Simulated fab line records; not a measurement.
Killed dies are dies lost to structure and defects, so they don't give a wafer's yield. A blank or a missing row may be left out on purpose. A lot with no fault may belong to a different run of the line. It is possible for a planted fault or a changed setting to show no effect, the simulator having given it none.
Matching of chambers / flow n5_finfet / N5_SD_EPI_N_DESCUM_14 on rie_diel-02: 4 sister chambers
The step chemistry O2, time 7.9 s. 16 wafers are shown with their chamber, then 8 later ones without.

WAFERS, EACH WITH ITS CHAMBER
wafer=L075.3; chamber=0; showerhead_plenum_p_Torr (Torr)=2.05; drypump_motor_current_A (A)=5.7; oes_product_au (a.u.)=0.91
wafer=L075.4; chamber=3; showerhead_plenum_p_Torr (Torr)=2.11; drypump_motor_current_A (A)=5.8; oes_product_au (a.u.)=0.86
wafer=L075.6; chamber=0; showerhead_plenum_p_Torr (Torr)=2.05; drypump_motor_current_A (A)=5.7; oes_product_au (a.u.)=0.91
wafer=L078.1; chamber=3; showerhead_plenum_p_Torr (Torr)=2.11; drypump_motor_current_A (A)=5.8; oes_product_au (a.u.)=0.85
wafer=L078.5; chamber=1; showerhead_plenum_p_Torr (Torr)=2.17; drypump_motor_current_A (A)=6.0; oes_product_au (a.u.)=0.74
wafer=L078.6; chamber=3; showerhead_plenum_p_Torr (Torr)=2.11; drypump_motor_current_A (A)=5.8; oes_product_au (a.u.)=0.85
wafer=L079.3; chamber=1; showerhead_plenum_p_Torr (Torr)=2.17; drypump_motor_current_A (A)=6.0; oes_product_au (a.u.)=0.74
wafer=L079.5; chamber=3; showerhead_plenum_p_Torr (Torr)=2.11; drypump_motor_current_A (A)=5.8; oes_product_au (a.u.)=0.84
wafer=L079.6; chamber=0; showerhead_plenum_p_Torr (Torr)=2.05; drypump_motor_current_A (A)=5.7; oes_product_au (a.u.)=0.88
wafer=L082.2; chamber=0; showerhead_plenum_p_Torr (Torr)=2.05; drypump_motor_current_A (A)=5.7; oes_product_au (a.u.)=0.89
wafer=L082.3; chamber=1; showerhead_plenum_p_Torr (Torr)=2.17; drypump_motor_current_A (A)=6.0; oes_product_au (a.u.)=0.73
wafer=L082.6; chamber=1; showerhead_plenum_p_Torr (Torr)=2.17; drypump_motor_current_A (A)=6.1; oes_product_au (a.u.)=0.73
wafer=L083.2; chamber=2; showerhead_plenum_p_Torr (Torr)=2.26; drypump_motor_current_A (A)=5.3; oes_product_au (a.u.)=0.93
wafer=L083.5; chamber=1; showerhead_plenum_p_Torr (Torr)=2.17; drypump_motor_current_A (A)=6.0; oes_product_au (a.u.)=0.73
wafer=L083.6; chamber=2; showerhead_plenum_p_Torr (Torr)=2.26; drypump_motor_current_A (A)=5.4; oes_product_au (a.u.)=0.94
wafer=L086.2; chamber=3; showerhead_plenum_p_Torr (Torr)=2.10; drypump_motor_current_A (A)=5.8; oes_product_au (a.u.)=0.82

SIGNATURES (means of the wafers above)
reading=showerhead_plenum_p_Torr; chamber 0=2.0500; chamber 1=2.1700; chamber 2=2.2600; chamber 3=2.1080; scatter within a chamber=0.00258
reading=drypump_motor_current_A; chamber 0=5.700; chamber 1=6.020; chamber 2=5.350; chamber 3=5.800; scatter within a chamber=0.0329
reading=oes_product_au; chamber 0=0.8975; chamber 1=0.7340; chamber 2=0.9350; chamber 3=0.8440; scatter within a chamber=0.0121
Rule: a wafer lies at a distance from a chamber equal to the root of the sum of squares, over the readings, of (its reading less the chamber's mean, divided by the reading's scatter). If the next closest chamber is less than 2 further off than the closest, the wafer can't be placed; otherwise it belongs to the closest. The scatter: the root of (the sum of the squares of (reading less its chamber's mean) over the shown wafers, divided by (wafers less chambers)).

WAFERS MISSING THEIR CHAMBER
wafer=L086.4; showerhead_plenum_p_Torr (Torr)=2.25; drypump_motor_current_A (A)=5.3; oes_product_au (a.u.)=0.91
wafer=L086.5; showerhead_plenum_p_Torr (Torr)=2.25; drypump_motor_current_A (A)=5.3; oes_product_au (a.u.)=0.91
wafer=L093.1; showerhead_plenum_p_Torr (Torr)=2.04; drypump_motor_current_A (A)=5.7; oes_product_au (a.u.)=0.85
wafer=L093.2; showerhead_plenum_p_Torr (Torr)=2.25; drypump_motor_current_A (A)=5.4; oes_product_au (a.u.)=0.88
wafer=L093.6; showerhead_plenum_p_Torr (Torr)=2.16; drypump_motor_current_A (A)=6.0; oes_product_au (a.u.)=0.72
wafer=L097.2; showerhead_plenum_p_Torr (Torr)=2.16; drypump_motor_current_A (A)=6.0; oes_product_au (a.u.)=0.71
wafer=L097.3; showerhead_plenum_p_Torr (Torr)=2.04; drypump_motor_current_A (A)=5.7; oes_product_au (a.u.)=0.84
wafer=L097.5; showerhead_plenum_p_Torr (Torr)=2.25; drypump_motor_current_A (A)=5.3; oes_product_au (a.u.)=0.87

CHAMBER TAKEN BY EACH
wafer=L086.4; from the rows above=2; in truth=2
wafer=L086.5; from the rows above=2; in truth=2
wafer=L093.1; from the rows above=0; in truth=0
wafer=L093.2; from the rows above=2; in truth=2
wafer=L093.6; from the rows above=1; in truth=1
wafer=L097.2; from the rows above=1; in truth=1
wafer=L097.3; from the rows above=0; in truth=0
wafer=L097.5; from the rows above=2; in truth=2
8 of 8 placed correctly. Number that these rows cannot place: 0. Wrongly placed: 0.
